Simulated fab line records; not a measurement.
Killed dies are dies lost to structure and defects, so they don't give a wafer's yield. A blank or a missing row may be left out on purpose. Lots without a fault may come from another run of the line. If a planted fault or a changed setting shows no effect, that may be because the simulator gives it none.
Split-lot trial    flow n5 finfet    21 wafers read across 7 lots, on a route 1938 steps long

## ON THE SPLIT
At N5_BEOL_M3_TRENCH_ETCH_37 (etches SiOC in C4F6/O2, target depth 55.555 nm, time 29.2 s), the setting source w was moved away from the recipe's 355 W on 5 of the 21 wafers read, by -15.7% to +10.1%. All remaining wafers had this setting at the recipe value.

## FROM THE SPLIT TO THE READING: what the file shows between them, 2 steps
- N5_BEOL_M3_ETCH_41: etches SiCN in CH3F/O2, target depth 29.9 nm, time 52.5 s
- N5_BEOL_M3_STRIP_97: strips in N2/H2, time 10 s

## THE READING
trench depth nm, in nm, at N5_BEOL_M3_OCD_MEAS_38. Typical for fault-free wafers on this fab line: 55.3 nm, with standard deviation 0.85 nm.

wafer   tool, chamber at the split  source w as run, W  against the recipe  trench depth nm, nm  against lot-mates on the recipe
L076.3  rie diel-04, 2              355                 recipe              55.6                 -
L076.4  rie diel-04, 0              355                 recipe              56.0                 -
L076.6  rie diel-04, 3              355                 recipe              55.9                 -
L081.1  rie diel-06, 2              355                 recipe              54.5                 -
L081.2  rie diel-06, 3              355                 recipe              54.6                 -
L081.4  rie diel-06, 2              355                 recipe              55.0                 -
L080.1  rie diel-02, 1              299.2               -15.7%              51.8                 -5.0
L080.3  rie diel-02, 3              299.2               -15.7%              52.8                 -4.0
L080.5  rie diel-02, 0              355                 recipe              56.8                 -
L084.2  rie diel-06, 3              355                 recipe              54.7                 -
L084.3  rie diel-06, 1              355                 recipe              55.3                 -
L084.4  rie diel-06, 2              355                 recipe              54.4                 -
L085.1  rie diel-06, 0              355                 recipe              53.4                 -
L085.2  rie diel-06, 3              355                 recipe              54.8                 -
L085.4  rie diel-06, 2              355                 recipe              54.0                 -
L093.2  rie diel-04, 3              390.9               +10.1%              57.2                 +1.1
L093.3  rie diel-04, 2              390.9               +10.1%              57.3                 +1.2
L093.5  rie diel-04, 3              355                 recipe              56.1                 -
L095.1  rie diel-02, 0              384.8               +8.4%               58.0                 +2.2
L095.2  rie diel-02, 1              355                 recipe              55.7                 -
L095.5  rie diel-02, 3              355                 recipe              55.8                 -

THE FIT
A straight line over all 21 wafers: trench depth nm changes by +0.203 nm for each +1% of source w; r = +0.84; the points scatter about the line by 0.85 nm.
The same after taking each lot's own level away (the mean of its wafers on the recipe; 21 wafers): +0.238 nm for each +1%; r = +0.94; scatter 0.55 nm.
Per that fit: largest source w move, reading shift of 3.7 nm.
The lots' own levels span 54.07 to 56.80 nm, that is 3.2 times the standard deviation above.
So the slope is not independent of the lot-to-lot level: the two fits are not the same.
Check: for one of the wafers moved furthest among these (-15.7%), held out of the fit, the line's prediction against its lot-mates is -3.31 nm. Against them it came out at -5 nm.
Tool readings at the split's step, against how far the setting was moved: rf vpp V r = -0.93.

## OTHER SPLITS APPLIED TO THESE WAFERS
Note: prior to the reading, these wafers also went through further splits. Each is held against what the fit with the lots' levels taken away leaves over:
other split on the same wafers    wafers away from the commonest value  r with trench depth nm (lot level and that fit taken away)
N5_BEOL_M2_TRENCH_ETCH_37 time s  8                                     -0.04
N5_BEOL_M3_COAT_62 spin rpm       10                                    -0.17
N5_BEOL_M3_COAT_05 spin rpm       7                                     +0.16

## THE WHOLE CHAIN: every reading that the file lists as answering this split, in the file's order
step                       what it does                                                 reading                                                                    change (the file's fit)                r (the file's)
N5_BEOL_M3_TRENCH_ETCH_37  etches SiOC in C4F6/O2, target depth 55.555 nm, time 29.2 s  rf vpp V                                                                   -2.93 V for each +1% of the setting    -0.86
N5_BEOL_M3_TRENCH_ETCH_37  etches SiOC in C4F6/O2, target depth 55.555 nm, time 29.2 s  etch.depth nm (the simulator's own value, which no gauge read)             +0.27 nm for each +1% of the setting   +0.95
N5_BEOL_M3_TRENCH_ETCH_37  etches SiOC in C4F6/O2, target depth 55.555 nm, time 29.2 s  BEOL_M3.feature depth nm (the simulator's own value, which no gauge read)  +0.267 nm for each +1% of the setting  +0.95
N5_BEOL_M3_OCD_MEAS_38                                                                  trench depth nm                                                            +0.242 nm for each +1% of the setting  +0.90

## FILE'S OWN FIT
trench depth nm changes by +0.242 nm for each +1% of source w, r = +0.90.
